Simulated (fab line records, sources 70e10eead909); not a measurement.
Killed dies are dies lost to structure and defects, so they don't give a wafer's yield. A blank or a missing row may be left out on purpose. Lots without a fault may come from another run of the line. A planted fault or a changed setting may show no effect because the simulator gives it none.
fab line records | flow nand_harc
record lots=24 wafers=72 last_day=26
route steps=1159 shown P_ZERO_WELL@18 P_CONTACT@233 P_M0@283 P_M1@299
lots that met no fault: from a run of the same line without faults
start_h: hours from the record's first day to the start of the lot's first wafer shown | wait_h: hours since the lot's step before | " the same as in the row above | L1.1+2: a row that stands for several wafers | - no value, or no start given | * or withheld: withheld | < > ~ a bound
route shown NAME@n: a module of which the file shows steps, and the number in the route of the first | usual: mean/standard deviation of fault-free wafers | same: alike in all rows | chamber/n: place in a boat | sites: the reading at each site | _std_site: their standard deviation | _edge_site: outer sites' mean less inner sites' | radius_mm: how far each site lies from the wafer's centre | mask NAME#n: copy n | behind: the tool/chamber that last shaped the wafer | hold: why the lot was held/for how many hours/how that ended | device: the transistor (n, p or np) that didn't switch | end of line: the same wafers' tests at the end of the route | a step without rows: its recipe alone | killed: dies lost to structure and defects at the first sort, not the wafer's yield | map: a wafer's dies, x killed, . not, _ none there
set.NAME: the setting as run; set.NAME@STEP: as run at that earlier step | model.NAME: the simulator's own value behind a step, which no gauge read
steps of the route over a sample of lots; a table a step, a row a wafer
services: from which hour (start_h, from the record's first day; less than 0 if before it) a tool's chamber was out of use, for how many hours, and why
## steps
# step NHARC_P_ZERO_WELL_ETCH_62
# recipe target_depth_a=130 time_s=6.5 chf3_flow_sccm=50 ar_flow_sccm=200 rf_w=500 bias_w=200 chemistry=CHF3/Ar
# usual drypump_motor_current_A=5.6/0.4 oes_product_au=0.957/0.019 rf_vpp_V=370.2/2 showerhead_plenum_p_Torr=2.33/0.085 throttle_valve_pct=20.215/0.0094
# columns lot.wafer tool chamber start_h wait_h drypump_motor_current_A oes_product_au rf_hours_counter_h rf_vpp_V showerhead_plenum_p_Torr throttle_valve_pct
L074.3 rie_diel-10 2 - - 6.1 0.957 0 371.7 2.38 20.226
L074.4 " 0 " " 5.9 0.990 0 370.8 2.30 20.219
L074.5 " 2 " " 6.1 0.959 - 370.9 2.38 20.227
L075.1 rie_diel-03 2 - - 5.3 0.933 9 371.6 2.33 20.201
L075.3 " 0 " " 5.8 0.913 8 374.8 2.47 20.225
L075.6 " 2 " " 5.2 0.929 - 370.0 2.33 20.208
L076.2 rie_diel-10 2 - - 6.1 0.964 0 370.1 2.38 20.225
L076.1 " 0 " " 5.9 0.984 0 370.8 2.30 20.218
L076.5 " 2 " " 6.1 0.958 - 372.3 2.38 20.209
L077.3 rie_diel-05 0 - - 5.6 0.975 3 368.8 2.20 20.214
L077.1 " 1 " " 4.9 0.947 3 371.4 2.42 20.219
L077.5 " 0 " " 5.6 0.980 - 367.7 2.20 20.218
L078.2 rie_diel-05 0 - - 5.6 0.979 4 367.4 2.20 20.221
L078.5 " 3 " " 6.0 0.960 - 372.2 2.43 20.215
L078.6 " 0 " " 5.7 0.994 - 366.9 2.20 20.215
L079.2 rie_diel-05 3 - - 6.0 0.972 4 371.0 2.43 20.225
L079.1 " 1 " " 4.9 0.950 4 372.4 2.42 20.220
L079.6 " 0 " " 5.6 0.982 - 367.1 2.20 20.206
L080.4 rie_diel-03 0 - - 5.8 0.956 0 373.7 2.47 20.230
L080.1 " 1 " " 6.0 0.981 0 368.2 2.21 20.191
L080.5 " 3 " " 5.6 0.953 - 369.0 2.29 20.202
L081.4 rie_diel-10 2 - - 6.1 0.956 1 371.6 2.38 20.226
L081.3 " 3 " " 5.1 0.984 2 370.3 2.34 20.218
L081.2 " 0 " " 5.9 0.973 2 369.8 2.30 20.232
L082.3 rie_diel-10 2 - - 6.1 0.942 1 371.1 2.38 20.203
L082.2 " 3 " " 5.1 0.959 2 371.4 2.34 20.208
L082.6 " 1 " " 5.3 0.944 - 370.4 2.29 20.230
L083.2 rie_diel-10 3 - - 5.1 0.959 2 369.8 2.34 20.207
L083.4 " 0 " " 5.9 0.952 2 370.6 2.30 20.218
L083.5 " 3 " " 5.1 0.973 - 370.6 2.34 20.221
L084.4 rie_diel-03 0 - - 5.8 0.952 2 375.2 2.47 20.221
L084.2 " 1 " " 6.0 0.951 2 368.1 2.21 20.211
L084.6 " 1 " " 6.0 0.939 - 368.9 2.21 20.209
L085.4 rie_diel-05 0 - - 5.6 0.973 8 366.6 2.20 20.218
L085.3 " 2 " " 5.7 0.977 7 367.2 2.19 20.205
L085.5 " 1 " " 4.9 0.982 - 373.0 2.41 20.214
L086.1 rie_diel-10 2 - - 6.1 0.930 2 370.8 2.38 20.217
L086.2 " 0 " " 5.9 0.939 3 369.4 2.30 20.230
L086.6 " 3 " " 5.1 0.947 - 371.0 2.34 20.222
L087.2 rie_diel-10 3 - - 5.1 0.969 3 369.6 2.34 20.217
L087.3 " 0 " " 6.0 0.943 3 369.0 2.30 20.202
L087.5 " 0 " " 5.9 0.956 - 369.3 2.30 20.196
L088.1 rie_diel-05 2 - - 5.7 0.946 8 366.6 2.19 20.209
L088.3 " 1 " " 4.9 0.946 9 371.6 2.41 20.205
L088.6 " 2 " " 5.7 0.950 - 367.4 2.19 20.228
L089.3 rie_diel-05 2 - - 5.8 0.962 9 367.9 2.19 20.207
L089.2 " 0 " " 5.6 0.958 10 366.3 2.19 20.221
L089.4 " 1 " " 4.9 0.950 10 372.1 2.41 20.220
L090.2 rie_diel-05 3 - - 6.0 0.974 10 371.8 2.42 20.208
L090.1 " 0 " " 5.6 0.985 10 366.1 2.19 20.230
L090.5 " 1 " " 4.9 0.970 - 372.6 2.41 20.226
L091.2 rie_diel-10 2 - - 6.1 0.955 5 371.4 2.38 20.209
L091.3 " 3 " " 5.1 0.974 9 372.3 2.34 20.226
L091.4 " 3 " " 5.1 0.977 - 372.0 2.34 20.211
L092.2 rie_diel-03 0 - - 5.8 0.908 7 374.8 2.47 20.217
L092.5 " 2 " " 5.3 0.913 - 369.7 2.32 20.217
L092.4 " 0 " " 5.8 0.915 - 372.1 2.47 20.214
L093.3 rie_diel-05 1 - - 4.9 0.949 11 373.4 2.41 20.212
L093.4 " 2 " " 5.7 0.952 10 367.3 2.19 20.222
L093.6 " 2 " " 5.7 0.952 - 368.1 2.19 20.213
L094.3 rie_diel-03 3 - - 5.6 0.975 6 370.2 2.29 20.216
L094.1 " 0 " " 5.8 0.956 7 372.9 2.47 20.223
L094.2 " 2 " " 5.2 0.961 8 370.8 2.32 20.210
L095.1 rie_diel-03 1 - - 6.0 0.970 7 366.6 2.21 20.216
L095.4 " 0 " " 5.8 0.972 7 372.5 2.47 20.223
L095.5 " 1 " " 6.0 0.975 - 367.1 2.21 20.213
L096.1 rie_diel-10 1 - - 5.3 0.951 3 368.5 2.29 20.231
L096.4 " 2 " " 6.1 0.930 8 372.3 2.38 20.229
L096.2 " 3 " " 5.1 0.976 11 371.5 2.34 20.229
L097.3 rie_diel-10 2 - - 6.1 0.974 8 370.9 2.38 20.204
L097.2 " 1 " " 5.3 0.968 4 369.4 2.29 20.221
L097.5 " 2 " " 6.1 0.962 - 370.6 2.38 20.227
# step NHARC_P_ZERO_WELL_DESCUM_26
# recipe time_s=3 o2_flow_sccm=200 ar_flow_sccm=0 bias_power_w=0 chemistry=O2
# usual drypump_motor_current_A=5.6/0.39 oes_product_au=0.997/0.011 rf_vpp_V=57.8/0.86 showerhead_plenum_p_Torr=1.90/0.066 throttle_valve_pct=11.312/0.0091
# columns lot.wafer tool chamber start_h wait_h drypump_motor_current_A oes_product_au rf_hours_counter_h rf_vpp_V showerhead_plenum_p_Torr throttle_valve_pct
L074.3 rie_diel-05 0 14.61 - 5.6 1.014 1 57.3 1.79 11.308
L074.4 " 2 " " 5.7 0.998 2 57.3 1.79 11.305
L074.5 " 0 " " 5.6 1.013 - 58.1 1.79 11.301
L075.1 rie_diel-03 2 20.64 - 5.3 1.001 9 58.8 1.90 11.313
L075.3 " 3 " " 5.6 0.992 9 56.9 1.87 11.318
L075.6 " 1 " " 6.0 1.000 - 57.3 1.80 11.319
L076.1 rie_diel-10 0 26.76 - 5.9 1.005 0 59.0 1.88 11.312
L076.2 " 1 " " 5.3 1.001 0 58.0 1.87 11.326
L076.5 " 3 " " 5.1 0.997 - 58.2 1.91 11.298
L077.3 rie_diel-03 0 32.63 - 5.8 0.983 9 58.5 2.02 11.314
L077.1 " 2 " " 5.3 1.001 11 57.1 1.90 11.326
L077.5 " 3 " " 5.6 0.984 - 58.4 1.87 11.321
L078.2 rie_diel-10 3 38.65 - 5.1 1.004 1 57.4 1.91 11.298
L078.5 " 1 " " 5.3 0.994 - 57.6 1.87 11.293
L078.6 " 2 " " 6.1 0.994 - 56.6 1.94 11.304
L079.1 rie_diel-10 1 44.64 - 5.3 0.996 1 58.4 1.87 11.318
L079.2 " 2 " " 6.1 0.987 1 57.3 1.94 11.304
L079.6 " 2 " " 6.1 0.980 - 59.6 1.94 11.308
L080.4 rie_diel-03 0 50.62 - 5.8 0.981 0 56.9 2.02 11.302
L080.1 " 2 " " 5.2 0.987 0 57.1 1.90 11.305
L080.5 " 0 " " 5.8 0.985 - 58.4 2.02 11.316
L081.3 rie_diel-03 1 56.78 - 6.0 1.001 0 57.4 1.80 11.310
L081.4 " 3 " " 5.6 0.994 0 56.8 1.87 11.306
L081.2 " 0 " " 5.8 0.982 0 57.9 2.02 11.317
L082.2 rie_diel-05 2 62.68 - 5.7 0.997 5 56.8 1.79 11.320
L082.3 " 0 " " 5.6 1.002 6 57.3 1.79 11.326
L082.6 " 2 " " 5.7 0.991 - 56.3 1.79 11.325
L083.2 rie_diel-03 2 68.59 - 5.3 0.988 1 56.6 1.90 11.309
L083.4 " 3 " " 5.6 0.991 1 57.9 1.87 11.297
L083.5 " 1 " " 6.0 1.009 - 57.8 1.80 11.315
L084.2 rie_diel-10 2 74.67 - 6.1 0.998 2 58.1 1.94 11.324
L084.4 " 0 " " 5.9 0.991 3 58.4 1.87 11.309
L084.6 " 2 " " 6.1 0.991 - 59.5 1.94 11.322
L085.3 rie_diel-05 1 80.53 - 4.9 0.990 7 58.4 1.97 11.306
L085.4 " 2 " " 5.7 0.989 7 57.7 1.79 11.305
L085.5 " 3 " " 6.0 0.981 - 58.4 1.98 11.307
L086.2 rie_diel-10 3 86.68 - 5.1 1.006 3 57.5 1.91 11.311
L086.1 " 0 " " 5.9 0.990 3 57.4 1.87 11.311
L086.6 " 0 " " 5.9 1.008 - 58.3 1.87 11.320
L087.2 rie_diel-10 3 92.98 - 5.1 1.013 3 56.7 1.91 11.312
L087.3 " 3 " " 5.1 1.015 - 58.0 1.91 11.320
L087.5 " 3 " " 5.1 1.015 - 58.9 1.91 11.312
L088.3 rie_diel-05 1 98.65 - 4.9 0.986 9 58.1 1.97 11.317
L088.1 " 3 " " 6.0 0.991 9 59.1 1.98 11.317
L088.6 " 0 " " 5.6 1.003 - 57.8 1.79 11.325
L089.3 rie_diel-03 2 104.65 - 5.3 0.975 5 57.5 1.90 11.315
L089.2 " 0 " " 5.8 0.993 5 58.3 2.02 11.311
L089.4 " 1 " " 6.0 1.005 - 57.7 1.80 11.310
L090.2 rie_diel-03 0 110.82 - 5.8 0.989 5 58.0 2.02 11.299
L090.1 " 2 " " 5.3 0.975 5 56.0 1.90 11.319
L090.5 " 1 " " 6.0 1.000 - 55.6 1.80 11.311
L091.3 rie_diel-10 0 117.13 - 5.9 1.002 9 56.7 1.87 11.308
L091.2 " 2 " " 6.1 0.984 6 58.2 1.94 11.304
L091.4 " 2 " " 6.2 0.985 - 57.0 1.94 11.312
L092.2 rie_diel-10 0 122.56 - 6.0 0.994 10 57.5 1.87 11.308
L092.5 " 3 " " 5.1 1.022 - 56.8 1.91 11.312
L092.4 " 0 " " 5.9 0.998 - 57.6 1.87 11.325
L093.4 rie_diel-05 1 128.78 - 4.9 0.994 11 59.0 1.97 11.317
L093.3 " 2 " " 5.7 0.997 10 57.5 1.79 11.304
L093.6 " 3 " " 6.0 1.004 - 58.5 1.98 11.314
L094.2 rie_diel-10 0 134.64 - 5.9 1.006 10 55.6 1.87 11.304
L094.1 " 2 " " 6.1 0.992 7 58.3 1.94 11.319
L094.3 " 3 " " 5.1 1.022 10 58.7 1.91 11.319
L095.4 rie_diel-10 2 140.55 - 6.1 0.989 7 57.8 1.94 11.316
L095.1 " 3 " " 5.1 1.013 11 56.9 1.91 11.322
L095.5 " 0 " " 5.9 0.993 - 58.2 1.87 11.307
L096.4 rie_diel-10 2 146.63 - 6.1 0.987 8 58.9 1.94 11.314
L096.2 " 3 " " 5.1 1.033 11 58.3 1.91 11.316
L096.1 " 1 " " 5.3 1.013 3 58.0 1.87 11.322
L097.2 rie_diel-10 0 152.82 - 5.9 0.996 11 58.0 1.87 11.307
L097.3 " 2 " " 6.1 0.987 8 57.5 1.94 11.304
L097.5 " 0 " " 5.9 0.993 - 56.8 1.87 11.294
# step NHARC_P_ZERO_WELL_CD_MEAS_52
# recipe target_cd_nm=2000 landing_energy_ev=500
# usual cd_nm=2001.0/2.2
# columns lot.wafer tool chamber start_h wait_h cd_nm
L074.3 cd_sem-02 0 17.77 - 2002.5
L074.4 " 0 " " 2002.1
L074.5 " 0 " " 2001.1
L075.1 cd_sem-03 0 23.63 - 2001.2
L075.3 " 0 " " 2003.7
L075.6 " 0 " " 1999.7
L076.1 cd_sem-03 0 29.85 - 1999.8
L076.2 " 0 " " 2000.0
L076.5 " 0 " " 2004.7
L077.1 cd_sem-02 0 35.68 - 2001.2
L077.3 " 0 " " 2003.2
L077.5 " 0 " " 2000.2
L078.2 cd_sem-02 0 41.63 - 2001.7
L078.5 " 0 " " 2002.6
L078.6 " 0 " " 2001.4
L079.1 cd_sem-01 0 47.65 - 2001.2
L079.2 " 0 " " 2005.8
L079.6 " 0 " " 2001.1
L080.1 cd_sem-03 0 53.65 - 2001.8
L080.4 " 0 " " 2002.4
L080.5 " 0 " " 2001.3
L081.2 cd_sem-03 0 59.89 - 2001.2
L081.3 " 0 " " 2005.4
L081.4 " 0 " " 2000.8
L082.2 cd_sem-02 0 65.67 - 2002.9
L082.3 " 0 " " 2001.8
L082.6 " 0 " " 2003.4
L083.2 cd_sem-03 0 71.72 - 1999.8
L083.4 " 0 " " 2000.2
L083.5 " 0 " " 2003.7
L084.2 cd_sem-02 0 77.65 - 1999.2
L084.4 " 0 " " 1998.8
L084.6 " 0 " " 2004.5
L085.3 cd_sem-01 0 83.66 - 2003.2
L085.4 " 0 " " 2001.6
L085.5 " 0 " " 2001.3
L086.1 cd_sem-02 0 89.86 - 2004.5
L086.2 " 0 " " 1997.7
L086.6 " 0 " " 2000.2
L087.2 cd_sem-03 0 96.23 - 1998.8
L087.3 " 0 " " 2002.9
L087.5 " 0 " " 1998.5
L088.1 cd_sem-03 0 101.67 - 1999.7
L088.3 " 0 " " 2000.5
L088.6 " 0 " " 2002.0
L089.2 cd_sem-02 0 107.68 - 2002.3
L089.3 " 0 " " 2003.3
L089.4 " 0 " " 2004.0
L090.1 cd_sem-01 0 114.02 - 1999.6
L090.2 " 0 " " 2000.3
L090.5 " 0 " " 2000.0
L091.2 cd_sem-02 0 120.14 - 2003.0
L091.3 " 0 " " 1999.7
L091.4 " 0 " " 1999.1
L092.2 cd_sem-02 0 125.55 - 2001.4
L092.4 " 0 " " 1997.6
L092.5 " 0 " " 1995.8
L093.3 cd_sem-02 0 131.75 - 2000.2
L093.4 " 0 " " 1999.3
L093.6 " 0 " " 2001.4
L094.1 cd_sem-02 0 137.75 - 1999.0
L094.2 " 0 " " 1998.1
L094.3 " 0 " " 2001.2
L095.1 cd_sem-01 0 143.55 - 1998.2
L095.4 " 0 " " 2004.5
L095.5 " 0 " " 1997.7
L096.1 cd_sem-02 0 149.63 - 2001.5
L096.2 " 0 " " 1997.8
L096.4 " 0 " " 2005.4
L097.2 cd_sem-02 0 155.98 - 2000.7
L097.3 " 0 " " 2002.4
L097.5 " 0 " " 2001.2
# step NHARC_P_CONTACT_OVL_MEAS_13
# usual overlay_x_nm=0.2/0.76 overlay_y_nm=0.0/0.82
# columns lot.wafer tool chamber start_h wait_h overlay_x_nm overlay_y_nm
L074.3 overlay-02 - 107.79 - 0.2 -0.1
L074.4 " - " " 0.2 -0.1
L074.5 " - " " 0.0 -0.6
L075.1 overlay-01 - 118.21 - 0.5 -0.9
L075.3 " - " " 0.8 -0.6
L075.6 " - " " 0.8 -0.5
L076.1 overlay-02 - 130.08 - -0.3 1.7
L076.2 " - " " 0.0 1.4
L076.5 " - " " -0.9 1.1
L079.1 overlay-01 - 139.94 - -0.2 1.0
L079.2 " - " " -1.1 1.6
L079.6 " - " " -0.6 1.5
L077.1 overlay-01 - 141.93 - 0.4 -0.8
L077.3 " - " " 0.6 -0.8
L077.5 " - " " 1.0 -0.3
L078.2 overlay-02 - 142.19 - -1.9 -1.2
L078.5 " - " " -1.0 -0.9
L078.6 " - " " -1.6 -0.8
L081.2 overlay-02 - 157.59 - 0.2 -0.6
L081.3 " - " " 0.8 -0.4
L081.4 " - " " 0.5 0.0
L080.1 overlay-02 - 159.66 - 0.6 0.9
L080.4 " - " " 0.3 0.6
L080.5 " - " " 0.1 0.8
L083.2 overlay-02 - 169.21 - 0.3 0.3
L083.4 " - " " 0.3 0.3
L083.5 " - " " 1.4 0.3
L082.2 overlay-02 - 169.92 - 0.1 -0.4
L082.3 " - " " 0.6 -0.1
L082.6 " - " " 1.3 0.0
L086.1 overlay-01 - 202.95 - 0.1 1.3
L086.2 " - " " 0.3 1.3
L086.6 " - " " 0.0 1.3
L084.2 overlay-01 - 203.43 - -0.9 -0.4
L084.4 " - " " -0.9 0.6
L084.6 " - " " -0.7 0.1
L085.3 overlay-02 - 205.61 - -1.1 -0.8
L085.4 " - " " -1.1 -0.5
L085.5 " - " " -1.2 -1.0
L087.2 overlay-01 - 208.73 - 0.8 0.1
L087.3 " - " " 0.4 -0.5
L087.5 " - " " 0.5 0.0
L088.1 overlay-01 - 216.11 - 0.2 -1.1
L088.3 " - " " 0.6 -0.8
L088.6 " - " " 0.8 -1.5
L091.2 overlay-02 - 216.63 - 1.5 -0.1
L091.3 " - " " 1.8 -0.4
L091.4 " - " " 1.2 -0.2
L089.2 overlay-02 - 222.78 - 0.6 1.3
L089.3 " - " " 0.4 0.7
L089.4 " - " " 0.6 1.1
L092.2 overlay-01 - 223.48 - 1.3 1.0
L092.4 " - " " 1.6 1.1
L092.5 " - " " 1.2 1.5
L090.1 overlay-02 - 225.26 - -0.3 -0.9
L090.2 " - " " 0.3 -0.8
L090.5 " - " " 0.2 -0.8
L094.1 overlay-01 - 229.61 - 0.1 0.8
L094.2 " - " " 0.4 0.5
L094.3 " - " " 0.3 0.6
L093.3 overlay-02 - 230.22 - 0.2 -1.4
L093.4 " - " " 0.0 -1.1
L093.6 " - " " 0.7 -1.7
L095.1 overlay-01 - 235.48 - -0.5 -0.2
L095.4 " - " " -0.4 -0.1
L095.5 " - " " -0.5 -0.4
L096.1 overlay-02 - 236.58 - 0.3 0.2
L096.2 " - " " 0.2 0.6
L096.4 " - " " -0.5 0.0
L097.2 overlay-01 - 246.78 - 0.2 -0.5
L097.3 " - " " 0.5 0.5
L097.5 " - " " 1.0 0.0
# step NHARC_P_M0_PRE_CLEAN_31
# recipe time_s=12 temp_c=370 rf_power_w=300 gas=NH3
# usual heater_power_outer_w=351/68 heater_power_w=614/100
# columns lot.wafer tool chamber start_h wait_h heater_power_outer_w heater_power_w
L074.3 pecvd-02 2 115.33 0.5 439 701
L074.4 " 2 " " 432 696
L074.5 " 1 " " 316 558
L075.1 pecvd-02 1 130.95 0.1 279 479
L075.3 " 2 " " 411 672
L075.6 " 0 " " 242 514
L076.1 pecvd-02 2 137.47 0.1 399 653
L076.2 " 1 " " 284 496
L076.5 " 2 " " 400 654
L079.1 pecvd-02 0 151.05 0.1 289 566
L079.2 " 2 " " 349 579
L079.6 " 1 " " 317 559
L077.1 pecvd-04 2 152.31 0.1 344 635
L077.3 " 0 " " 366 597
L077.5 " 1 " " 328 586
L078.2 pecvd-04 2 152.88 0.1 368 684
L078.5 " 1 " " 330 591
L078.6 " 0 " " 370 571
L081.3 pecvd-04 1 165.35 0.1 305 550
L081.2 " 2 " " 367 677
L081.4 " 1 " " 300 553
L080.1 pecvd-02 1 166.54 0.1 282 495
L080.4 " 1 " " 273 493
L080.5 " 0 " " 293 586
L083.2 pecvd-03 0 176.58 0.1 291 554
L083.5 " 1 " " 478 800
L083.4 " 2 " " 463 809
L082.3 pecvd-04 0 176.89 0.1 358 591
L082.2 " 2 " " 379 690
L082.6 " 2 " " 390 676
L086.1 pecvd-03 0 222.87 0.1 320 600
L086.2 " 1 " " 474 804
L086.6 " 0 " " 321 586
L084.2 pecvd-02 1 223.33 0.1 257 456
L084.4 " 2 " " 381 620
L084.6 " 0 " " 283 579
L085.4 pecvd-04 1 226.80 0.1 269 498
L085.3 " 0 " " 332 514
L085.5 " 0 " " 322 507
L087.2 pecvd-03 2 227.16 0.1 484 818
L087.3 " 0 " " 307 575
L087.5 " 2 " " 476 826
L088.1 pecvd-04 0 227.90 0.1 359 548
L088.3 " 0 " " 348 553
L088.6 " 0 " " 351 529
L091.2 pecvd-04 0 228.42 0.1 334 521
L091.3 " 0 " " 330 514
L091.4 " 1 " " 300 535
L089.2 pecvd-02 2 235.25 0.1 359 590
L089.3 " 1 " " 246 459
L089.4 " 1 " " 243 435
L092.2 pecvd-04 2 236.02 0.1 334 594
L092.5 " 2 " " 335 591
L092.4 " 0 " " 334 512
L090.2 pecvd-03 2 237.41 0.2 461 806
L090.1 " 0 " " 332 615
L090.5 " 2 " " 458 790
L094.3 pecvd-03 1 240.27 0.1 480 794
L094.1 " 2 " " 467 813
L094.2 " 0 " " 317 600
L093.3 pecvd-04 0 241.00 0.1 324 533
L093.6 " 2 " " 323 600
L093.4 " 0 " " 337 505
L095.1 pecvd-02 0 242.35 0.1 288 584
L095.4 " 0 " " 300 569
L095.5 " 2 " " 402 644
L096.2 pecvd-03 0 243.48 0.1 278 529
L096.1 " 1 " " 477 771
L096.4 " 2 " " 411 768
L097.3 pecvd-03 1 257.64 0.1 445 751
L097.2 " 0 " " 275 542
L097.5 " 1 " " 438 758
# step NHARC_P_M1_ETCH_35
# recipe target_depth_a=400 overetch_a=120 time_s=43.94 ion_energy_ev=200 n2_flow_sccm=150 h2_flow_sccm=150 ar_flow_sccm=0 rf_w=400 bias_w=150 chemistry=N2/H2
# usual drypump_motor_current_A=5.7/0.37 n2_flow_sccm=150.0/0.46 oes_product_au=0.998/0.01 rf_vpp_V=429.7/1.7 showerhead_plenum_p_Torr=2.01/0.062 throttle_valve_pct=14.171/0.0084
# columns lot.wafer tool chamber start_h wait_h drypump_motor_current_A n2_flow_sccm oes_product_au rf_hours_counter_h rf_vpp_V showerhead_plenum_p_Torr throttle_valve_pct
L074.4 rie_diel-07 1 117.16 0.1 5.1 149.6 1.004 1 430.7 2.00 14.169
L074.3 " 0 " " 6.2 149.7 0.995 2 430.8 2.03 14.173
L074.5 " 1 " " 5.1 149.0 1.002 - 429.4 2.00 14.176
L075.3 rie_diel-07 3 132.57 0.1 5.9 150.1 1.002 2 430.4 2.01 14.178
L075.1 " 2 " " 6.0 150.0 1.003 2 432.0 2.07 14.190
L075.6 " 0 " " 6.3 150.5 1.005 - 430.4 2.03 14.166
L076.1 rie_diel-07 3 139.08 0.1 5.9 149.7 1.018 2 429.7 2.01 14.172
L076.2 " 0 " " 6.3 149.9 1.001 2 431.0 2.03 14.161
L076.5 " 2 " " 6.0 150.0 1.007 - 431.3 2.07 14.172
L079.1 rie_diel-07 1 152.65 0.1 5.1 149.7 0.999 2 428.7 2.00 14.173
L079.2 " 2 " " 5.9 150.4 1.002 2 430.4 2.07 14.180
L079.6 " 1 " " 5.1 149.2 0.998 - 428.7 2.00 14.156
L077.1 rie_diel-03 2 153.78 0.1 5.3 150.0 0.985 10 431.2 2.02 14.159
L077.3 " 3 " " 5.5 150.3 0.992 7 430.0 1.99 14.172
L077.5 " 2 " " 5.2 150.5 0.988 - 430.5 2.02 14.169
L078.2 rie_diel-03 3 154.48 0.1 5.5 150.8 0.987 7 429.7 1.99 14.171
L078.6 " 0 " " 5.8 149.6 0.989 - 434.5 2.16 14.166
L078.5 " 1 " " 6.0 150.0 0.992 - 425.5 1.91 14.188
L081.2 rie_diel-06 3 166.79 0.1 5.5 149.7 1.002 4 426.2 1.92 14.164
L081.4 " 0 " " 5.4 150.1 0.987 4 429.8 2.02 14.160
L081.3 " 1 " " 6.2 149.6 1.011 4 429.2 1.99 14.166
L080.4 rie_diel-06 1 168.15 0.1 6.1 150.0 1.005 4 429.1 1.99 14.174
L080.1 " 0 " " 5.4 149.6 0.992 4 430.1 2.02 14.176
L080.5 " 2 " " 5.9 148.5 1.003 - 429.5 2.00 14.168
L083.2 rie_diel-07 0 178.18 0.1 6.3 149.9 0.994 3 430.3 2.03 14.172
L083.5 " 2 " " 6.0 150.1 1.001 - 429.7 2.07 14.182
L083.4 " 1 " " 5.1 150.4 1.007 - 429.8 2.00 14.189
L082.2 rie_diel-03 3 178.48 0.1 5.6 150.6 0.992 9 429.8 1.99 14.166
L082.3 " 1 " " 6.0 150.3 1.007 11 427.8 1.91 14.174
L082.6 " 3 " " 5.5 150.4 0.983 - 429.9 1.99 14.162
L086.2 rie_diel-07 3 224.33 0.1 5.9 150.0 1.000 4 430.4 2.01 14.172
L086.1 " 0 " " 6.3 149.3 1.000 4 430.2 2.02 14.169
L086.6 " 0 " " 6.3 149.7 1.000 - 430.5 2.02 14.155
L084.4 rie_diel-06 0 225.03 0.1 5.5 150.4 0.997 7 429.7 2.02 14.179
L084.2 " 2 " " 5.9 149.7 0.991 8 429.3 1.99 14.178
L084.6 " 3 " " 5.5 150.4 0.995 - 426.8 1.92 14.179
L085.3 rie_diel-06 3 228.46 0.1 5.4 150.0 0.999 8 425.9 1.92 14.159
L085.4 " 1 " " 6.1 150.2 1.007 7 428.9 1.99 14.172
L085.5 " 3 " " 5.4 150.5 0.988 - 427.8 1.92 14.165
L087.3 rie_diel-03 3 228.75 0.1 5.6 149.6 0.974 0 430.2 1.99 14.175
L087.2 " 1 " " 6.0 150.2 0.994 0 425.5 1.91 14.161
L087.5 " 0 " " 5.8 149.8 1.019 - 432.5 2.15 14.160
L088.1 rie_diel-03 1 229.50 0.1 6.0 150.0 0.994 0 428.8 1.91 14.166
L088.3 " 0 " " 5.8 150.5 1.013 0 431.5 2.16 14.175
L088.6 " 2 " " 5.3 149.3 0.993 - 429.5 2.02 14.160
L091.2 rie_diel-03 2 230.19 0.1 5.3 150.2 0.990 0 429.0 2.02 14.170
L091.4 " 0 " " 5.8 150.5 1.027 0 431.9 2.16 14.182
L091.3 " 1 " " 6.0 150.1 1.003 0 427.3 1.91 14.164
L089.2 rie_diel-03 2 236.84 0.1 5.3 150.0 0.985 1 430.4 2.02 14.187
L089.4 " 0 " " 5.8 149.7 1.010 1 433.0 2.16 14.176
L089.3 " 1 " " 6.0 148.9 0.995 1 427.1 1.91 14.166
L092.2 rie_diel-07 2 237.59 0.1 6.0 148.9 0.990 0 432.0 2.07 14.166
L092.4 " 0 " " 6.3 149.7 1.012 0 430.3 2.02 14.178
L092.5 " 1 " " 5.1 149.7 0.999 - 429.8 2.00 14.162
L090.2 rie_diel-07 0 239.02 0.1 6.3 149.9 0.994 0 431.2 2.02 14.180
L090.1 " 3 " " 6.0 149.9 0.995 0 430.2 2.01 14.158
L090.5 " 0 " " 6.3 150.4 1.002 - 430.1 2.02 14.181
L094.2 rie_diel-03 3 241.92 0.1 5.6 149.7 0.986 1 428.8 1.99 14.161
L094.1 " 0 " " 5.8 150.1 1.004 1 432.9 2.15 14.169
L094.3 " 1 " " 6.0 149.8 0.982 1 427.7 1.91 14.186
L093.3 rie_diel-03 1 242.61 0.1 6.1 150.0 0.988 1 427.0 1.91 14.154
L093.4 " 3 " " 5.6 150.2 0.995 1 429.7 1.99 14.171
L093.6 " 1 " " 6.0 150.0 0.991 - 425.8 1.91 14.173
L095.1 rie_diel-07 1 243.96 0.1 5.1 150.2 1.006 0 430.2 2.00 14.183
L095.4 " 3 " " 5.9 149.9 1.000 0 429.6 2.01 14.151
L095.5 " 1 " " 5.1 150.8 1.015 - 428.4 2.00 14.172
L096.1 rie_diel-03 1 245.17 0.1 6.0 150.7 1.001 1 426.7 1.91 14.171
L096.2 " 2 " " 5.3 151.2 0.980 2 429.8 2.02 14.172
L096.4 " 3 " " 5.5 149.2 0.989 2 427.2 1.99 14.165
L097.2 rie_diel-06 1 259.27 0.1 6.1 150.2 0.989 0 428.7 1.99 14.169
L097.3 " 2 " " 6.0 150.1 1.007 0 428.3 1.99 14.175
L097.5 " 0 " " 5.4 150.1 1.006 - 428.5 2.02 14.175
## services
# columns tool chamber start_h hours kind
rie_diel-10 - -0.50 9.0 pm
rie_diel-07 1 9.89 8.9 repair
pecvd-04 - 14.00 13.0 pm
rie_diel-05 2 15.91 2.3 repair
rie_diel-03 1 31.61 6.0 repair
rie_diel-03 2 37.59 9.0 repair
rie_diel-03 - 38.30 9.0 pm
pecvd-04 1 38.48 9.5 repair
rie_diel-07 - 51.20 9.0 pm
rie_diel-10 0 59.49 4.1 repair
rie_diel-10 1 77.86 47.9 repair
rie_diel-03 - 78.49 1.5 repair
rie_diel-10 2 92.71 9.9 repair
rie_diel-10 0 98.37 2.9 repair
rie_diel-03 3 100.10 27.2 repair
rie_diel-03 0 131.63 1.3 repair
rie_diel-10 1 159.11 26.6 repair
rie_diel-05 - 163.63 9.0 pm
rie_diel-03 1 172.42 5.6 repair
rie_diel-10 - 176.50 9.0 pm
rie_diel-03 1 181.79 6.0 repair
rie_diel-10 3 203.34 5.7 repair
rie_diel-03 - 211.52 1.7 repair
rie_diel-03 - 215.30 9.0 pm
## key
fault none
